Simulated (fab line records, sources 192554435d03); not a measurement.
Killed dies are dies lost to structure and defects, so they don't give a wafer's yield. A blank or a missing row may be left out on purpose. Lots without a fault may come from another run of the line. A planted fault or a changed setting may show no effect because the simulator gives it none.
Which tool did it? | flow n5_finfet | 24 lots, 72 wafers sampled, at 4 steps of a route of 1938

WHAT THE GAUGES READ, wafer by wafer
N5_BEOL_M2_THK_MEAS_53: measures by xrf. Usual: M2_THK 39.6 nm, standard deviation 1.7.
lot  | measured     | on            | M2_THK (nm)    | flag
L076 | day 8 05:20  | film_metro-01 | 40.2 42.0 41.1 |
L078 | day 8 05:34  | film_metro-02 | 38.0 36.7 37.9 |
L074 | day 8 07:11  | film_metro-02 | 39.3 42.8 39.6 |
L077 | day 8 07:28  | film_metro-02 | 38.5 37.8 40.1 |
L075 | day 8 10:26  | film_metro-02 | 39.2 38.0 38.5 |
L079 | day 8 17:38  | film_metro-02 | 39.3 38.3 39.1 |
L080 | day 8 19:54  | film_metro-02 | 41.8 39.4 41.4 |
L081 | day 9 04:01  | film_metro-01 | 40.6 39.6 40.3 |
L082 | day 9 11:20  | film_metro-02 | 42.1 41.8 42.6 |
L083 | day 9 13:03  | film_metro-01 | 37.5 39.7 38.8 |
L086 | day 11 00:10 | film_metro-01 | 40.2 40.1 39.7 |
L084 | day 11 08:58 | film_metro-01 | 38.7 40.8 40.7 |
L085 | day 11 11:43 | film_metro-02 | 39.0 41.9 39.7 |
L087 | day 11 15:06 | film_metro-02 | 39.8 40.3 42.9 |
L088 | day 11 18:43 | film_metro-01 | 40.5 38.0 41.3 |
L089 | day 11 18:58 | film_metro-01 | 37.3 37.3 35.9 |
L090 | day 11 22:00 | film_metro-02 | 41.0 36.9 41.0 |
L091 | day 12 03:05 | film_metro-01 | 38.9 40.6 39.9 |
L093 | day 12 09:47 | film_metro-01 | 39.9 40.0 40.6 |
L092 | day 12 11:27 | film_metro-02 | 41.7 39.7 37.2 |
L094 | day 12 17:59 | film_metro-01 | 42.3 38.4 41.5 |
L095 | day 12 22:50 | film_metro-02 | 38.9 39.4 36.4 |
L096 | day 12 22:57 | film_metro-01 | 41.1 41.9 38.8 |
L097 | day 13 16:19 | film_metro-02 | 39.0 36.3 40.1 |

N5_BEOL_M3_THK_MEAS_01. Usual: M3_ILD_THK 79.0 nm, standard deviation 1.1.
lot  | measured     | on            | M3_ILD_THK (nm) | flag
L076 | day 8 05:45  | film_metro-02 | 81.0 80.2 80.7  |
L078 | day 8 05:58  | film_metro-01 | 78.3 79.0 79.1  |
L074 | day 8 07:35  | film_metro-01 | 80.2 81.5 80.0  |
L077 | day 8 07:52  | film_metro-01 | 79.3 80.3 78.5  |
L075 | day 8 10:52  | film_metro-01 | 77.9 78.0 79.1  |
L079 | day 8 18:04  | film_metro-01 | 78.4 78.7 79.2  |
L080 | day 8 20:19  | film_metro-01 | 78.1 79.9 79.3  |
L081 | day 9 04:26  | film_metro-02 | 77.4 78.5 79.9  |
L082 | day 9 11:44  | film_metro-01 | 78.9 80.5 79.4  |
L083 | day 9 13:26  | film_metro-01 | 78.5 78.5 80.2  |
L086 | day 11 00:34 | film_metro-02 | 79.5 78.3 80.7  |
L084 | day 11 09:23 | film_metro-02 | 79.0 80.2 80.1  |
L085 | day 11 12:07 | film_metro-02 | 79.6 79.5 80.8  |
L087 | day 11 15:30 | film_metro-01 | 78.3 81.0 79.9  |
L088 | day 11 19:07 | film_metro-01 | 78.2 79.7 79.8  |
L089 | day 11 19:25 | film_metro-02 | 77.1 78.1 78.9  |
L090 | day 11 22:23 | film_metro-02 | 77.5 78.5 79.1  |
L091 | day 12 03:28 | film_metro-01 | 78.8 79.3 78.9  |
L093 | day 12 10:11 | film_metro-01 | 76.9 77.8 78.7  |
L092 | day 12 11:51 | film_metro-01 | 79.6 78.0 79.8  |
L094 | day 12 18:23 | film_metro-02 | 77.3 77.9 78.2  |
L095 | day 12 23:14 | film_metro-02 | 78.5 78.8 76.9  |
L096 | day 12 23:23 | film_metro-02 | 77.7 79.1 80.2  |
L097 | day 13 16:44 | film_metro-01 | 76.6 78.8 78.2  |

WHICH TOOL RAN EACH LOT (tool, then ch and the chambers of the sampled wafers, then the start)
lot  | N5_BEOL_M2_ANNEAL_87         | N5_BEOL_M2_PRE_CLEAN_60
L076 | pvd_sputter-01, day 8 03:32  | cvd_co-01 ch 0,1,2, day 8 05:23
L078 | pvd_sputter-03, day 8 03:45  | cvd_co-02 ch 0,1, day 8 05:36
L074 | pvd_sputter-01, day 8 05:22  | cvd_co-01 ch 1,2, day 8 07:13
L077 | pvd_sputter-03, day 8 05:35  | cvd_co-01 ch 0,1, day 8 07:30
L075 | pvd_sputter-01, day 8 08:34  | cvd_co-02 ch 1,2, day 8 10:29
L079 | pvd_sputter-01, day 8 15:50  | cvd_co-02 ch 0,1,2, day 8 17:41
L080 | pvd_sputter-01, day 8 18:05  | cvd_co-02 ch 0,2, day 8 19:56
L081 | pvd_sputter-03, day 9 02:12  | cvd_co-01 ch 0,1, day 9 04:02
L082 | pvd_sputter-03, day 9 09:31  | cvd_co-01 ch 0,2, day 9 11:23
L083 | pvd_sputter-02, day 9 11:14  | cvd_co-01 ch 1,2, day 9 13:05
L086 | pvd_sputter-02, day 10 22:21 | cvd_co-01 ch 1,2, day 11 00:13
L084 | pvd_sputter-01, day 11 07:05 | cvd_co-02 ch 0,1, day 11 09:01
L085 | pvd_sputter-03, day 11 09:55 | cvd_co-01 ch 0,2, day 11 11:46
L087 | pvd_sputter-03, day 11 13:18 | cvd_co-02 ch 0,1,2, day 11 15:08
L088 | pvd_sputter-03, day 11 16:55 | cvd_co-02 ch 0,1, day 11 18:46
L089 | pvd_sputter-01, day 11 17:08 | cvd_co-01 ch 0,1, day 11 19:00
L090 | pvd_sputter-02, day 11 20:11 | cvd_co-02 ch 0,1, day 11 22:02
L091 | pvd_sputter-02, day 12 01:16 | cvd_co-02 ch 0,1,2, day 12 03:07
L093 | pvd_sputter-03, day 12 07:48 | cvd_co-02 ch 0,2, day 12 09:49
L092 | pvd_sputter-03, day 12 09:38 | cvd_co-02 ch 0,1, day 12 11:29
L094 | pvd_sputter-02, day 12 16:11 | cvd_co-02 ch 1,2, day 12 18:02
L095 | pvd_sputter-01, day 12 21:02 | cvd_co-02 ch 0,1,2, day 12 22:53
L096 | pvd_sputter-03, day 12 21:08 | cvd_co-01 ch 0,1, day 12 22:59
L097 | pvd_sputter-01, day 13 14:30 | cvd_co-01 ch 1,2, day 13 16:21
- N5_BEOL_M2_ANNEAL_87: time 240 s.
- N5_BEOL_M2_PRE_CLEAN_60: time 15 s.

WHAT THE TOOLS THEMSELVES READ (means of the sampled wafers that have a number; where no wafer has one, the mark that the record gives instead)
N5_BEOL_M2_ANNEAL_87. Usual: heater_power_w 839 W, standard deviation 110; susceptor_temp_C_max 400.9, standard deviation 0.35.
lot  | tool           | heater_power_w (W) | susceptor_temp_C_max | flag
L076 | pvd_sputter-01 | 796                | 400.8                |
L078 | pvd_sputter-03 | 788                | 400.9                |
L074 | pvd_sputter-01 | 822                | 401.0                |
L077 | pvd_sputter-03 | 777                | 400.9                |
L075 | pvd_sputter-01 | 749                | 400.7                |
L079 | pvd_sputter-01 | 740                | 400.7                |
L080 | pvd_sputter-01 | 856                | 400.4                |
L081 | pvd_sputter-03 | 917                | 401.1                |
L082 | pvd_sputter-03 | 820                | 401.1                |
L083 | pvd_sputter-02 | 978                | 400.6                |
L086 | pvd_sputter-02 | 910                | 400.9                |
L084 | pvd_sputter-01 | 807                | 400.9                |
L085 | pvd_sputter-03 | 746                | 400.7                |
L087 | pvd_sputter-03 | 976                | 400.6                |
L088 | pvd_sputter-03 | 769                | 400.5                |
L089 | pvd_sputter-01 | 826                | 401.0                |
L090 | pvd_sputter-02 | 790                | 400.9                |
L091 | pvd_sputter-02 | 949                | 400.9                |
L093 | pvd_sputter-03 | 916                | 401.0                |
L092 | pvd_sputter-03 | 932                | 400.5                |
L094 | pvd_sputter-02 | 884                | 401.0                |
L095 | pvd_sputter-01 | 835                | 401.2                |
L096 | pvd_sputter-03 | 913                | 400.8                |
L097 | pvd_sputter-01 | 800                | 401.0                |

N5_BEOL_M2_PRE_CLEAN_60. Usual: heater_power_w 104 W, standard deviation 10.
lot  | tool      | heater_power_w (W) | flag
L076 | cvd_co-01 | 103                |
L078 | cvd_co-02 | 111                |
L074 | cvd_co-01 | 107                |
L077 | cvd_co-01 | 102                |
L075 | cvd_co-02 | 93                 |
L079 | cvd_co-02 | 103                |
L080 | cvd_co-02 | 102                |
L081 | cvd_co-01 | 101                |
L082 | cvd_co-01 | 103                |
L083 | cvd_co-01 | 106                |
L086 | cvd_co-01 | 107                |
L084 | cvd_co-02 | 114                |
L085 | cvd_co-01 | 99                 |
L087 | cvd_co-02 | 103                |
L088 | cvd_co-02 | 105                |
L089 | cvd_co-01 | 103                |
L090 | cvd_co-02 | 105                |
L091 | cvd_co-02 | 104                |
L093 | cvd_co-02 | 105                |
L092 | cvd_co-02 | 105                |
L094 | cvd_co-02 | 96                 |
L095 | cvd_co-02 | 104                |
L096 | cvd_co-01 | 102                |
L097 | cvd_co-01 | 107                |

THE ANSWER, worked out from the rows above alone
Rule: a lot is off if the mean of its wafers that have a number lies more than 3 standard deviations from the usual mean. A lot without any number at a reading at which 4 lots or more have one is off too. The other lots that the step has rows for count as sound. The gauges are gone through in route order, then the tools' own readings, and for those a lot's mean is taken as printed above. The first step at which some lot is off is used, and at that step the reading that is off furthest; a lot without a number counts as furthest.
No lot is off at any reading shown: from this, nothing can be told.

WHAT THE SIMULATOR HAD PUT IN
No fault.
